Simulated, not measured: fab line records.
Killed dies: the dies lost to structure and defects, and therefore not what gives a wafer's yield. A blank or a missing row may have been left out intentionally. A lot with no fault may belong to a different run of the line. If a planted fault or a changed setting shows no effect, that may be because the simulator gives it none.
Matching of chambers + flow nand harc + 4 sister chambers for NHARC_P_ZERO_WELL_ETCH_63 on rie si-06
The step etches the open film in HBr/Cl2, target depth 120 nm, time 40.1 s. 14 wafers are shown with their chamber, then 7 later ones without.

## WAFERS WITH THEIR CHAMBER
| wafer  | chamber | drypump motor current A (A) | oes product au (a.u.) | throttle valve pct (%) |
|--------|---------|-----------------------------|-----------------------|------------------------|
| L278.1 | 0       | 6.5                         | 1.014                 | 26.410                 |
| L278.2 | 3       | 5.6                         | 1.021                 | 26.410                 |
| L278.3 | 2       | 6.0                         | 1.004                 | 26.399                 |
| L281.1 | 3       | 5.7                         | 1.000                 | 26.408                 |
| L281.2 | 1       | 4.6                         | 0.999                 | 26.418                 |
| L281.5 | 1       | 4.6                         | 1.009                 | 26.406                 |
| L282.1 | 3       | 5.7                         | 1.020                 | 26.414                 |
| L282.3 | 2       | 6.0                         | 0.998                 | 26.418                 |
| L282.6 | 2       | 6.0                         | 0.993                 | 26.416                 |
| L284.1 | 0       | 6.5                         | 1.007                 | 26.410                 |
| L284.4 | 3       | 5.7                         | 1.006                 | 26.384                 |
| L284.6 | 0       | 6.5                         | 1.004                 | 26.388                 |
| L285.2 | 1       | 4.7                         | 0.997                 | 26.420                 |
| L285.3 | 0       | 6.5                         | 0.998                 | 26.415                 |

SIGNATURES (averages over the wafers above)
| reading                 | chamber 0 | chamber 1 | chamber 2 | chamber 3 | scatter within a chamber |
|-------------------------|-----------|-----------|-----------|-----------|--------------------------|
| drypump motor current A | 6.500     | 4.633     | 6.000     | 5.675     | 0.0376                   |
| oes product au          | 1.00575   | 1.00167   | 0.99833   | 1.01175   | 0.00775                  |
| throttle valve pct      | 26.40575  | 26.41467  | 26.41100  | 26.40400  | 0.0115                   |
Rule: distance of a wafer from a chamber = root of the sum over the readings of ((wafer's reading minus chamber's mean) / reading's scatter) squared. The wafer belongs to the nearest chamber; if the next one is less than 2 further off, it can't be placed. How the scatter is found: for the shown wafers, subtract from each reading the mean of its chamber, square and add these, divide the total by (wafers less chambers), then take the root.

## WAFERS WITH NO CHAMBER GIVEN
| wafer  | drypump motor current A (A) | oes product au (a.u.) | throttle valve pct (%) |
|--------|-----------------------------|-----------------------|------------------------|
| L285.4 | 6.0                         | 0.997                 | 26.404                 |
| L296.2 | 5.7                         | 0.995                 | 26.409                 |
| L296.5 | 6.0                         | 1.008                 | 26.387                 |
| L296.6 | 4.6                         | 0.991                 | 26.403                 |
| L297.1 | 6.5                         | 1.002                 | 26.391                 |
| L297.2 | 6.0                         | 1.000                 | 26.413                 |
| L297.6 | 6.5                         | 1.008                 | 26.422                 |

## WHICH CHAMBER EACH WENT THROUGH
| wafer  | from the rows above | in truth |
|--------|---------------------|----------|
| L285.4 | 2                   | 2        |
| L296.2 | 3                   | 3        |
| L296.5 | 2                   | 2        |
| L296.6 | 1                   | 1        |
| L297.1 | 0                   | 0        |
| L297.2 | 2                   | 2        |
| L297.6 | 0                   | 0        |
Correct placement for 7 of the 7. Not placeable from these rows: 0. Placed wrongly: 0.
